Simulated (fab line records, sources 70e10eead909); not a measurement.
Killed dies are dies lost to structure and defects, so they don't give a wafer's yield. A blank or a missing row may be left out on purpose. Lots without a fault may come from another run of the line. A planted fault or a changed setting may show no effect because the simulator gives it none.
fab line records | flow nand_harc
record lots=24 wafers=72 last_day=33
route steps=1302 shown A_M0@1162 A_M1@1180
lots that met no fault: from a run of the same line without faults
start_h: hours from the record's first day to the start of the lot's first wafer shown | wait_h: hours since the lot's step before | " the same as in the row above | L1.1+2: a row that stands for several wafers | - no value, or no start given | * or withheld: withheld | < > ~ a bound
route shown NAME@n: a module of which the file shows steps, and the number in the route of the first | usual: mean/standard deviation of fault-free wafers | same: alike in all rows | chamber/n: place in a boat | sites: the reading at each site | _std_site: their standard deviation | _edge_site: outer sites' mean less inner sites' | radius_mm: how far each site lies from the wafer's centre | mask NAME#n: copy n | behind: the tool/chamber that last shaped the wafer | hold: why the lot was held/for how many hours/how that ended | device: the transistor (n, p or np) that didn't switch | end of line: the same wafers' tests at the end of the route | a step without rows: its recipe alone | killed: dies lost to structure and defects at the first sort, not the wafer's yield | map: a wafer's dies, x killed, . not, _ none there
set.NAME: the setting as run; set.NAME@STEP: as run at that earlier step | model.NAME: the simulator's own value behind a step, which no gauge read
steps of the route over a sample of lots; a table a step, a row a wafer
services: from which hour (start_h, from the record's first day; less than 0 if before it) a tool's chamber was out of use, for how many hours, and why
## steps
# step NHARC_A_M0_CMP_23
# recipe t_overpolish_s=20 target_thk_nm=113.75
# usual motor_current_A=12.2/1.2 time_to_endpoint_s=29.1/2.2
# columns lot.wafer tool chamber start_h wait_h motor_current_A time_to_endpoint_s
L074.2 cmp-01 1 534.99 - 12.7 28.4
L074.1 " 3 " " 11.0 29.3
L074.6 " 1 " " 12.4 27.9
L075.4 cmp-02 1 536.76 - 13.0 24.4
L075.3 " 2 " " 12.3 28.2
L075.2 " 0 " " 13.3 28.8
L076.2 cmp-01 2 544.02 - 11.9 27.1
L076.1 " 3 " " 10.7 32.3
L076.5 " 3 " " 10.5 28.4
L077.4 cmp-01 1 545.12 - 12.9 27.7
L077.2 " 2 " " 11.9 30.4
L077.6 " 0 " " 12.9 30.5
L079.1 cmp-04 3 565.35 - 14.7 26.7
L079.2 " 2 " " 11.3 28.6
L079.5 " 3 " " 14.5 29.3
L078.3 cmp-01 3 567.30 - 10.6 27.0
L078.2 " 1 " " 12.4 29.0
L078.6 " 0 " " 13.5 28.5
L080.3 cmp-04 3 580.73 - 14.2 31.5
L080.6 " 2 " " 10.8 31.3
L080.5 " 3 " " 14.5 27.6
L081.3 cmp-04 1 583.89 - 11.0 33.3
L081.1 " 2 " " 11.4 29.3
L081.6 " 0 " " 12.0 33.6
L082.3 cmp-02 3 616.95 - 10.7 30.0
L082.1 " 0 " " 13.0 28.7
L082.5 " 2 " " 12.5 26.3
L084.3 cmp-02 0 618.31 - 13.7 29.9
L084.5 " 3 " " 10.7 32.4
L084.6 " 0 " " 13.5 28.7
L083.2 cmp-02 3 622.78 - 9.8 31.1
L083.1 " 1 " " 12.5 26.7
L083.5 " 2 " " 13.1 26.7
L085.3 cmp-04 3 631.93 - 14.8 25.4
L085.6 " 2 " " 11.4 27.2
L085.5 " 3 " " 14.3 28.1
L086.3 cmp-01 0 652.31 - 13.6 28.2
L086.2 " 3 " " 10.3 28.7
L086.6 " 0 " " 13.4 26.6
L089.4 cmp-01 2 658.17 - 12.0 32.7
L089.1 " 0 " " 12.9 27.5
L089.3 " 1 " " 12.0 27.3
L087.1 cmp-01 3 660.75 - 10.5 25.6
L087.6 " 0 " " 13.2 26.0
L087.5 " 1 " " 12.1 26.4
L088.4 cmp-01 2 674.10 - 11.8 26.4
L088.5 " 0 " " 13.4 27.0
L088.6 " 1 " " 11.9 28.3
L090.3 cmp-04 3 676.09 - 14.5 28.1
L090.2 " 1 " " 11.1 29.0
L090.6 " 3 " " 13.8 28.4
L091.3 cmp-04 3 703.99 - 13.8 26.1
L091.2 " 1 " " 11.0 25.7
L091.6 " 2 " " 11.3 26.5
L093.2 cmp-04 1 707.64 - 11.1 34.5
L093.3 " 2 " " 11.4 27.8
L093.5 " 1 " " 11.0 30.5
L092.1 cmp-04 1 708.73 - 11.6 31.3
L092.6 " 3 " " 14.6 28.6
L092.5 " 0 " " 12.0 32.0
L094.3 cmp-04 0 718.88 - 12.4 31.8
L094.1 " 3 " " 14.8 28.4
L094.6 " 1 " " 11.3 29.1
L095.4 cmp-01 2 740.99 - 12.1 28.6
L095.1 " 0 " " 13.0 25.2
L095.5 " 3 " " 10.6 28.0
L096.3 cmp-01 2 747.96 - 12.1 32.6
L096.1 " 3 " " 10.7 31.0
L096.4 " 1 " " 12.5 33.3
L097.2 cmp-04 1 758.11 - 11.2 30.1
L097.4 " 2 " " 11.0 28.4
L097.5 " 3 " " 14.1 28.5
# step NHARC_A_M1_OVL_MEAS_10
# recipe pitch_nm=240
# usual overlay_x_nm=-0.1/0.72 overlay_y_nm=0.1/0.84
# columns lot.wafer tool chamber start_h wait_h overlay_x_nm overlay_y_nm
L074.1 overlay-01 - 536.97 - -1.0 2.1
L074.2 " - " " -0.7 1.4
L074.6 " - " " -0.7 1.6
L075.2 overlay-01 - 538.71 - 0.5 0.0
L075.3 " - " " 0.3 0.1
L075.4 " - " " 1.1 0.2
L076.1 overlay-01 - 545.85 - -1.0 -0.4
L076.2 " - " " -0.3 0.0
L076.5 " - " " -0.9 -0.6
L077.2 overlay-02 - 546.92 - -0.4 -0.8
L077.4 " - " " -0.1 -0.9
L077.6 " - " " -0.6 0.0
L079.1 overlay-01 - 567.30 - 0.6 1.8
L079.2 " - " " 0.2 1.8
L079.5 " - " " 0.0 1.4
L078.2 overlay-01 - 569.25 - -0.3 -1.6
L078.3 " - " " -0.1 -1.8
L078.6 " - " " 0.2 -1.3
L080.3 overlay-02 - 582.65 - -0.7 1.3
L080.5 " - " " -0.1 2.0
L080.6 " - " " 0.2 1.2
L081.1 overlay-01 - 585.79 - 1.0 -0.4
L081.3 " - " " 0.4 0.5
L081.6 " - " " 0.3 -0.1
L082.1 overlay-01 - 618.88 - 0.3 -0.6
L082.3 " - " " 0.5 0.2
L082.5 " - " " 0.1 -0.1
L084.3 overlay-01 - 620.25 - 1.5 -1.0
L084.5 " - " " 1.3 -0.7
L084.6 " - " " 1.8 -0.6
L083.1 overlay-02 - 624.69 - -0.8 0.1
L083.2 " - " " -0.1 0.6
L083.5 " - " " -0.1 0.0
L085.3 overlay-02 - 633.85 - 0.6 -0.1
L085.5 " - " " 0.9 0.5
L085.6 " - " " 1.0 0.6
L086.2 overlay-01 - 654.26 - -0.6 0.6
L086.3 " - " " -0.2 0.1
L086.6 " - " " 0.0 0.2
L089.1 overlay-01 - 660.00 - -0.3 0.2
L089.3 " - " " 0.1 -0.2
L089.4 " - " " -0.4 -0.4
L087.1 overlay-01 - 662.62 - -0.7 -0.7
L087.5 " - " " -0.6 -0.2
L087.6 " - " " -0.6 -0.6
L088.4 overlay-01 - 676.03 - -0.8 -0.3
L088.5 " - " " -0.5 0.0
L088.6 " - " " -1.0 0.2
L090.2 overlay-02 - 678.03 - -1.2 -1.0
L090.3 " - " " -0.6 -0.1
L090.6 " - " " -1.0 -0.8
L091.2 overlay-02 - 705.93 - -1.1 -0.6
L091.3 " - " " -0.6 -0.4
L091.6 " - " " -0.5 -0.5
L093.2 overlay-02 - 709.60 - 0.4 -1.4
L093.3 " - " " 0.6 -0.1
L093.5 " - " " 0.7 -0.3
L092.1 overlay-01 - 710.63 - 0.0 0.5
L092.5 " - " " 0.0 0.8
L092.6 " - " " -0.1 0.6
L094.1 overlay-02 - 721.50 - -1.3 -0.1
L094.3 " - " " -1.5 -0.2
L094.6 " - " " -1.3 -0.1
L095.1 overlay-02 - 742.97 - -0.5 0.8
L095.4 " - " " -0.7 1.1
L095.5 " - " " -0.8 1.7
L096.1 overlay-02 - 749.89 - 0.3 -1.2
L096.3 " - " " 0.6 -0.2
L096.4 " - " " -0.1 -0.4
L097.2 overlay-02 - 759.99 - -0.5 0.9
L097.4 " - " " -0.6 0.9
L097.5 " - " " -0.5 0.7
# step NHARC_A_M1_STRIP_18
# recipe power_w=1000 n2_flow_sccm=150 h2_flow_sccm=150 ar_flow_sccm=0 bias_w=0 chemistry=N2/H2
# usual drypump_motor_current_A=5.8/0.4 oes_product_au=0.994/0.011 rf_vpp_V=90.5/0.87 showerhead_plenum_p_Torr=2.01/0.066 throttle_valve_pct=14.170/0.0094
# same bias_w=0
# columns lot.wafer tool chamber start_h wait_h drypump_motor_current_A oes_product_au rf_hours_counter_h rf_vpp_V showerhead_plenum_p_Torr throttle_valve_pct
L074.2 rie_diel-05 2 537.51 0.1 6.2 0.992 8 91.2 2.07 14.168
L074.1 " 0 " " 5.4 0.992 8 90.3 1.90 14.169
L074.6 " 2 " " 6.2 0.992 - 90.3 2.07 14.182
L075.3 rie_diel-12 1 539.19 0.1 5.8 0.974 5 90.0 1.94 14.158
L075.2 " 2 " " 5.7 0.979 5 91.2 2.04 14.154
L075.4 " 0 " " 5.2 0.986 5 90.0 1.93 14.174
L076.2 rie_diel-05 1 546.36 0.1 5.6 1.000 8 88.9 2.03 14.165
L076.1 " 3 " " 6.0 1.003 8 89.8 1.94 14.165
L076.5 " 0 " " 5.3 0.992 - 90.8 1.90 14.181
L077.2 rie_diel-12 1 547.40 0.1 5.8 0.971 6 91.3 1.94 14.164
L077.4 " 3 " " 5.4 1.000 6 90.1 1.94 14.164
L077.6 " 2 " " 5.6 0.979 - 91.1 2.04 14.170
L079.2 rie_diel-12 2 567.81 0.1 5.6 0.989 7 89.8 2.04 14.149
L079.1 " 3 " " 5.4 0.999 8 90.3 1.94 14.162
L079.5 " 1 " " 5.8 0.982 - 90.4 1.94 14.165
L078.3 rie_diel-05 1 569.72 0.1 5.6 0.998 9 92.1 2.02 14.162
L078.2 " 0 " " 5.4 0.990 10 91.1 1.90 14.173
L078.6 " 2 " " 6.2 0.986 - 92.1 2.07 14.182
L080.3 rie_diel-12 0 583.18 0.1 5.2 0.998 10 90.3 1.93 14.161
L080.5 " 2 " " 5.7 0.979 - 91.2 2.04 14.170
L080.6 " 3 " " 5.4 1.004 - 90.3 1.94 14.156
L081.3 rie_diel-08 1 586.27 0.1 6.1 0.986 1 91.3 1.97 14.158
L081.1 " 0 " " 6.3 0.996 1 91.0 2.07 14.189
L081.6 " 1 " " 6.1 0.996 - 89.6 1.97 14.165
L082.3 rie_diel-12 2 619.40 0.1 5.6 0.986 11 91.2 2.04 14.185
L082.1 " 3 " " 5.4 1.013 12 89.3 1.94 14.165
L082.5 " 1 " " 5.8 0.981 - 90.5 1.94 14.171
L084.3 rie_diel-08 1 620.75 0.1 6.1 1.010 2 90.5 1.97 14.183
L084.6 " 0 " " 6.2 0.994 - 90.9 2.07 14.168
L084.5 " 1 " " 6.1 1.005 - 89.5 1.97 14.188
L083.1 rie_diel-05 2 625.18 0.1 6.2 1.014 1 91.4 2.07 14.165
L083.2 " 0 " " 5.3 1.011 2 89.3 1.90 14.163
L083.5 " 3 " " 5.9 1.007 - 90.9 1.94 14.167
L085.3 rie_diel-08 3 634.35 0.1 6.2 1.004 2 91.7 2.11 14.173
L085.6 " 2 " " 5.1 1.013 - 91.3 2.05 14.186
L085.5 " 3 " " 6.2 1.004 - 89.4 2.11 14.189
L086.3 rie_diel-08 3 654.79 0.1 6.2 0.996 3 90.3 2.11 14.176
L086.2 " 1 " " 6.1 1.006 3 91.2 1.97 14.182
L086.6 " 2 " " 5.1 0.998 - 91.7 2.05 14.177
L089.4 rie_diel-08 3 660.50 0.1 6.2 1.004 3 91.1 2.11 14.174
L089.1 " 0 " " 6.2 1.001 2 90.6 2.07 14.176
L089.3 " 1 " " 6.1 1.002 3 90.7 1.97 14.171
L087.1 rie_diel-05 1 663.10 0.1 5.6 1.000 3 91.5 2.02 14.174
L087.5 " 1 " " 5.6 1.009 - 90.9 2.02 14.175
L087.6 " 2 " " 6.2 0.999 - 91.3 2.07 14.174
L088.4 rie_diel-08 1 676.53 0.1 6.1 0.983 3 90.3 1.97 14.159
L088.5 " 0 " " 6.3 0.995 - 90.2 2.07 14.176
L088.6 " 1 " " 6.1 1.004 - 92.3 1.97 14.155
L090.2 rie_diel-12 2 678.50 0.1 5.6 0.987 5 91.7 2.04 14.158
L090.3 " 1 " " 5.8 0.988 4 88.3 1.94 14.167
L090.6 " 3 " " 5.4 0.995 - 89.3 1.94 14.161
L091.2 rie_diel-05 0 706.41 0.1 5.4 0.998 6 90.5 1.90 14.172
L091.3 " 2 " " 6.2 0.986 5 91.8 2.07 14.180
L091.6 " 1 " " 5.6 0.997 - 90.8 2.02 14.179
L093.3 rie_diel-08 1 710.08 0.1 6.1 0.998 5 90.7 1.97 14.170
L093.2 " 3 " " 6.2 0.994 4 90.7 2.11 14.171
L093.5 " 1 " " 6.1 1.008 - 91.4 1.97 14.175
L092.1 rie_diel-08 1 711.13 0.1 6.0 1.005 5 89.3 1.97 14.163
L092.6 " 0 " " 6.2 0.990 - 91.5 2.07 14.153
L092.5 " 1 " " 6.1 1.006 - 90.5 1.97 14.172
L094.1 rie_diel-12 1 721.98 0.1 5.8 0.998 8 90.3 1.94 14.162
L094.3 " 2 " " 5.7 0.991 8 91.4 2.04 14.166
L094.6 " 2 " " 5.6 0.995 - 91.1 2.04 14.152
L095.4 rie_diel-05 0 743.45 0.1 5.4 0.997 8 88.5 1.89 14.185
L095.1 " 2 " " 6.2 1.002 8 90.6 2.07 14.175
L095.5 " 0 " " 5.4 1.003 - 89.4 1.90 14.179
L096.1 rie_diel-08 1 750.40 0.1 6.1 0.974 0 90.5 1.97 14.176
L096.4 " 2 " " 5.1 0.981 0 92.3 2.05 14.183
L096.3 " 3 " " 6.2 0.983 0 91.9 2.11 14.162
L097.4 rie_diel-08 3 760.48 0.1 6.2 0.974 1 90.5 2.11 14.178
L097.2 " 0 " " 6.3 0.980 1 89.8 2.07 14.190
L097.5 " 0 " " 6.3 0.985 - 90.9 2.07 14.171
# step NHARC_A_M1_DEGAS_29
# recipe temp_c=250 time_s=60
# usual heater_power_w=335/36
# columns lot.wafer tool chamber start_h wait_h heater_power_w
L074.2 pvd_sputter-01 - 538.55 - 398
L074.1 " - " " 424
L074.6 " - " " 386
L075.4 pvd_sputter-01 - 539.83 - 421
L075.3 " - " " 350
L075.2 " - " " 382
L076.1 pvd_sputter-02 - 546.99 - 323
L076.2 " - " " 292
L076.5 " - " " 315
L077.2 pvd_sputter-02 - 548.04 - 296
L077.4 " - " " 316
L077.6 " - " " 315
L079.2 pvd_sputter-03 - 568.43 - 331
L079.1 " - " " 328
L079.5 " - " " 304
L078.3 pvd_sputter-02 - 570.38 - 287
L078.2 " - " " 311
L078.6 " - " " 311
L080.3 pvd_sputter-03 - 583.79 - 291
L080.5 " - " " 299
L080.6 " - " " 334
L081.3 pvd_sputter-03 - 586.91 - 301
L081.1 " - " " 327
L081.6 " - " " 333
L082.1 pvd_sputter-02 - 620.01 - 338
L082.3 " - " " 317
L082.5 " - " " 335
L084.3 pvd_sputter-03 - 621.36 - 295
L084.5 " - " " 294
L084.6 " - " " 307
L083.1 pvd_sputter-02 - 625.84 - 316
L083.2 " - " " 320
L083.5 " - " " 289
L085.3 pvd_sputter-03 - 634.96 - 330
L085.5 " - " " 337
L085.6 " - " " 290
L086.2 pvd_sputter-02 - 655.40 - 296
L086.3 " - " " 301
L086.6 " - " " 305
L089.1 pvd_sputter-01 - 661.11 - 393
L089.3 " - " " 412
L089.4 " - " " 379
L087.1 pvd_sputter-03 - 663.73 - 336
L087.5 " - " " 338
L087.6 " - " " 327
L088.4 pvd_sputter-03 - 677.17 - 306
L088.5 " - " " 339
L088.6 " - " " 339
L090.3 pvd_sputter-03 - 679.14 - 297
L090.2 " - " " 337
L090.6 " - " " 300
L091.3 pvd_sputter-02 - 707.05 - 299
L091.2 " - " " 333
L091.6 " - " " 297
L093.2 pvd_sputter-01 - 710.71 - 407
L093.3 " - " " 373
L093.5 " - " " 404
L092.1 pvd_sputter-02 - 711.74 - 342
L092.5 " - " " 344
L092.6 " - " " 327
L094.3 pvd_sputter-03 - 722.64 - 322
L094.1 " - " " 293
L094.6 " - " " 343
L095.1 pvd_sputter-01 - 744.09 - 371
L095.4 " - " " 413
L095.5 " - " " 359
L096.4 pvd_sputter-01 - 751.01 - 412
L096.3 " - " " 364
L096.1 " - " " 372
L097.2 pvd_sputter-02 - 761.13 - 305
L097.4 " - " " 302
L097.5 " - " " 343
# step NHARC_A_M1_ANNEAL_31
# recipe temp_c=225 time_s=90
# usual wafer_temp_C_max=225.89/0.29
# columns lot.wafer tool chamber start_h wait_h wafer_temp_C_max
L074.1 rtp_anneal-01 0 539.48 0.3 225.89
L074.2 " 0 " " 226.03
L074.6 " 0 " " 225.74
L075.2 rtp_anneal-02 0 540.66 0.4 225.91
L075.3 " 0 " " 226.17
L075.4 " 0 " " 226.09
L076.1 rtp_anneal-02 0 547.71 - 225.97
L076.2 " 0 " " 226.60
L076.5 " 0 " " 225.78
L077.2 rtp_anneal-02 0 548.82 - 225.69
L077.4 " 0 " " 225.97
L077.6 " 0 " " 225.97
L079.1 rtp_anneal-02 0 569.16 - 226.28
L079.2 " 0 " " 225.70
L079.5 " 0 " " 225.85
L078.2 rtp_anneal-01 0 571.20 0.4 225.86
L078.3 " 0 " " 225.55
L078.6 " 0 " " 225.46
L080.3 rtp_anneal-01 0 584.61 - 225.57
L080.5 " 0 " " 225.67
L080.6 " 0 " " 225.44
L081.1 rtp_anneal-02 0 587.67 - 226.48
L081.3 " 0 " " 226.56
L081.6 " 0 " " 226.50
L082.1 rtp_anneal-02 0 620.77 - 226.23
L082.3 " 0 " " 226.09
L082.5 " 0 " " 226.20
L084.3 rtp_anneal-01 0 622.20 0.3 225.92
L084.5 " 0 " " 225.82
L084.6 " 0 " " 225.74
L083.1 rtp_anneal-02 0 626.56 - 226.04
L083.2 " 0 " " 226.13
L083.5 " 0 " " 226.19
L085.3 rtp_anneal-01 0 635.81 0.3 225.77
L085.5 " 0 " " 225.59
L085.6 " 0 " " 225.59
L086.2 rtp_anneal-02 0 656.19 0.4 226.10
L086.3 " 0 " " 225.79
L086.6 " 0 " " 226.02
L089.1 rtp_anneal-02 0 661.85 0.3 226.00
L089.3 " 0 " " 225.99
L089.4 " 0 " " 226.05
L087.1 rtp_anneal-01 0 664.47 0.3 225.42
L087.5 " 0 " " 225.90
L087.6 " 0 " " 225.78
L088.4 rtp_anneal-02 0 678.07 - 225.76
L088.5 " 0 " " 225.98
L088.6 " 0 " " 225.97
L090.2 rtp_anneal-02 0 679.96 - 226.32
L090.3 " 0 " " 226.21
L090.6 " 0 " " 226.33
L091.2 rtp_anneal-01 0 707.84 0.4 225.60
L091.3 " 0 " " 225.62
L091.6 " 0 " " 225.85
L093.2 rtp_anneal-01 0 711.51 - 225.41
L093.3 " 0 " " 225.55
L093.5 " 0 " " 225.74
L092.1 rtp_anneal-02 0 712.48 - 226.00
L092.5 " 0 " " 226.43
L092.6 " 0 " " 225.66
L094.1 rtp_anneal-02 0 723.38 0.3 226.20
L094.3 " 0 " " 225.87
L094.6 " 0 " " 226.26
L095.1 rtp_anneal-01 0 744.82 - 225.66
L095.4 " 0 " " 225.54
L095.5 " 0 " " 225.37
L096.1 rtp_anneal-01 0 751.74 - 225.76
L096.3 " 0 " " 225.56
L096.4 " 0 " " 225.84
L097.2 rtp_anneal-01 0 761.94 - 225.66
L097.4 " 0 " " 225.82
L097.5 " 0 " " 225.77
# step NHARC_A_M1_INSPECT_27
# usual raw_defect_count=529/130
# columns lot.wafer tool chamber start_h wait_h raw_defect_count
L074.1 defect_inspect-02 - 540.29 0.0 538
L074.2 " - " " 532
L074.6 " - " " 553
L075.2 defect_inspect-01 - 541.44 0.0 534
L075.3 " - " " 356
L075.4 " - " " 346
L076.1 defect_inspect-02 - 548.52 0.0 411
L076.2 " - " " 349
L076.5 " - " " 440
L077.2 defect_inspect-02 - 549.58 0.0 523
L077.4 " - " " 353
L077.6 " - " " 507
L079.1 defect_inspect-02 - 569.98 0.0 576
L079.2 " - " " 621
L079.5 " - " " 1005
L078.2 defect_inspect-01 - 571.97 0.0 591
L078.3 " - " " 475
L078.6 " - " " 446
L080.3 defect_inspect-01 - 585.32 0.0 695
L080.5 " - " " 538
L080.6 " - " " 688
L081.1 defect_inspect-01 - 588.49 0.0 420
L081.3 " - " " 436
L081.6 " - " " 516
L082.1 defect_inspect-02 - 621.59 0.0 556
L082.3 " - " " 596
L082.5 " - " " 596
L084.3 defect_inspect-02 - 622.91 0.0 411
L084.5 " - " " 574
L084.6 " - " " 557
L083.1 defect_inspect-01 - 627.38 0.0 446
L083.2 " - " " 511
L083.5 " - " " 573
L085.3 defect_inspect-02 - 636.53 0.0 360
L085.5 " - " " 330
L085.6 " - " " 350
L086.2 defect_inspect-02 - 656.95 0.0 596
L086.3 " - " " 812
L086.6 " - " " 502
L089.1 defect_inspect-02 - 662.67 0.0 392
L089.3 " - " " 435
L089.4 " - " " 511
L087.1 defect_inspect-02 - 665.29 0.0 507
L087.5 " - " " 454
L087.6 " - " " 682
L088.4 defect_inspect-02 - 678.73 0.0 518
L088.5 " - " " 539
L088.6 " - " " 602
L090.2 defect_inspect-01 - 680.75 0.0 479
L090.3 " - " " 648
L090.6 " - " " 538
L091.2 defect_inspect-01 - 708.61 0.0 559
L091.3 " - " " 666
L091.6 " - " " 560
L093.2 defect_inspect-01 - 712.29 0.0 356
L093.3 " - " " 434
L093.5 " - " " 634
L092.1 defect_inspect-01 - 713.30 0.0 562
L092.5 " - " " 430
L092.6 " - " " 548
L094.1 defect_inspect-01 - 724.20 0.0 389
L094.3 " - " " 851
L094.6 " - " " 769
L095.1 defect_inspect-01 - 745.64 0.0 731
L095.4 " - " " 528
L095.5 " - " " 413
L096.1 defect_inspect-01 - 752.56 0.0 517
L096.3 " - " " 526
L096.4 " - " " 455
L097.2 defect_inspect-02 - 762.69 0.0 524
L097.4 " - " " 600
L097.5 " - " " 513
## services
# columns tool chamber start_h hours kind
rie_diel-08 3 520.79 17.5 repair
pvd_sputter-03 - 531.37 10.0 pm
rie_diel-08 - 544.85 9.0 pm
cmp-01 - 558.34 4.3 repair
rie_diel-08 2 576.63 2.7 repair
cmp-01 - 580.32 4.0 pm
cmp-04 - 592.24 6.4 repair
cmp-04 - 601.24 4.0 pm
cmp-01 - 604.33 1.1 repair
cmp-01 - 613.87 1.1 repair
cmp-04 - 620.07 2.4 repair
rie_diel-08 0 622.13 3.6 repair
rie_diel-08 2 624.44 2.7 repair
pvd_sputter-02 - 638.02 10.0 pm
cmp-04 - 639.46 1.8 repair
cmp-01 - 640.45 4.2 repair
cmp-04 - 660.27 3.8 repair
cmp-01 - 678.32 4.0 pm
cmp-01 - 687.91 0.5 repair
cmp-04 - 699.24 4.0 pm
rie_diel-08 2 711.99 8.9 repair
rie_diel-08 - 721.85 9.0 pm
rtp_anneal-02 - 744.00 12.0 pm
cmp-04 - 747.71 0.5 repair
## key
fault none
